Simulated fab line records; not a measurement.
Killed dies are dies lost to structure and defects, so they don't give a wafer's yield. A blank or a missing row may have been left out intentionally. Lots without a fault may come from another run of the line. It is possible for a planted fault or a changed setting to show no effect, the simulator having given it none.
A struck lot beside a sound one | flow nandHarc | 14 steps out of a route of 1302
Sound: the wafers L945.1, L945.2, L945.6. Struck: wafer L946.2. (L946.4 of the same lot was not struck and is left out.) The cause comes at the end.
Per side, at each step with rows, come the tool, then ch with its chambers, and then its first start. Under that, the readings that differ: sound wafers | struck wafers | difference of the means | sigmas: that difference in standard deviations of wafers without a fault.
alike: a reading whose means differ by less than 2 such deviations, as well as words and numbers matching on both sides. not compared: withheld readings; readings where some wafer has no value; bounds like >300 that might hide an equal value; numbers whose values overlap and for which the record gives no deviation.
The two part at a step that has a row with sigmas, a row that says differs or no value, or rows on one side only. Non-overlapping numbers with no deviation appear without sigmas and do not part them. A reading that every wafer of one side lacks parts them only if that side has two wafers or more.

NHARC_A_SLIT_ETCH_26: etches the open film in C4F8/O2/Ar, time 90 s, target depth 400 nm.
  sound on harEtch-01 ch 0,1, day 22 12:33; struck on harEtch-01 ch 1, day 22 20:05
  alike: drypumpMotorCurrentA, oesAirLineAu, showerheadPlenumPTorr, throttleValvePct
  not compared: rfHoursCounterH
then, 1 step without rows for these wafers: NHARC_A_SLIT_STRIP_28 (strips in O2/COS).
NHARC_A_SLIT_ETCH_29: etches the open film in CF4/O2, target depth 100 nm, overetch 10 nm, time 55 s.
  sound on rieDiel-12 ch 0,2,3, day 22 13:26; struck on rieDiel-12 ch 3, day 22 20:58
  alike: drypumpMotorCurrentA, oesProductAu, rfVppV, showerheadPlenumPTorr, throttleValvePct
  not compared: rfHoursCounterH
NHARC_A_SLIT_STRIP_18: strips in O2.
  sound on rieDiel-12 ch 0,1,2; struck on rieDiel-12 ch 2
  alike: drypumpMotorCurrentA, oesProductAu, rfVppV, showerheadPlenumPTorr, throttleValvePct
  not compared: rfHoursCounterH
then, 2 steps without rows for these wafers: NHARC_A_SLIT_PRECLEAN_19 (cleans in SC1); NHARC_A_SLIT_SRD_20.
NHARC_A_SLIT_CD_MEAS_21:
  struck on cdSem-02, day 22 21:29; sound on cdSem-03, day 22 13:58
  alike: cdNm
then, 3 steps without rows for these wafers: NHARC_A_SIN_REMOVE_WET_00 (chemistry H3PO4, time 15300 s); NHARC_A_SIN_REMOVE_PRECLEAN_01 (cleans in SC1); NHARC_A_SIN_REMOVE_SRD_02.
NHARC_A_SIN_REMOVE_INSPECT_04:
  struck on defectInspect-01, day 23 04:06; sound on defectInspect-01, day 22 20:34
  alike: rawDefectCount
NHARC_A_WL_FILL_ALD_00: deposits Al2O3, target thk 3 nm, pulse time 3 s, ald cycles 30.
  sound on aldHk-02 ch 1,2,3, day 22 20:38; struck on aldHk-01 ch 3, day 23 04:29
reading   | sound    | struck | difference | sigmas
aldCycles | 30 30 30 | 41     | +11        | 
  alike: heaterPowerW, precursorPulseHeightRel
NHARC_A_WL_FILL_RTA_01: time 5 s.
  sound on rtpAnneal-01 ch 0, day 22 20:53; struck on rtpAnneal-01 ch 0, day 23 04:57
  alike: lampPowerPct, wafer_temp_C_max
-- break in the record here, with 4 days between the starts of the struck wafers on either side (left off in module A_WL_FILL, picked up again in module END, where the first step shown is number 1302 on the route) --
NHARC_END_SORT_01:
  sound on prober-02 ch 0, day 27 00:28; struck on prober-01 ch 0, day 27 09:01
  alike: killedAtArray, killedAtOther, killedAtPeriphery, killedDies, killedOpen, killedShort

WHERE THEY PART
Nowhere in this record.

WHY: what the simulator had put in
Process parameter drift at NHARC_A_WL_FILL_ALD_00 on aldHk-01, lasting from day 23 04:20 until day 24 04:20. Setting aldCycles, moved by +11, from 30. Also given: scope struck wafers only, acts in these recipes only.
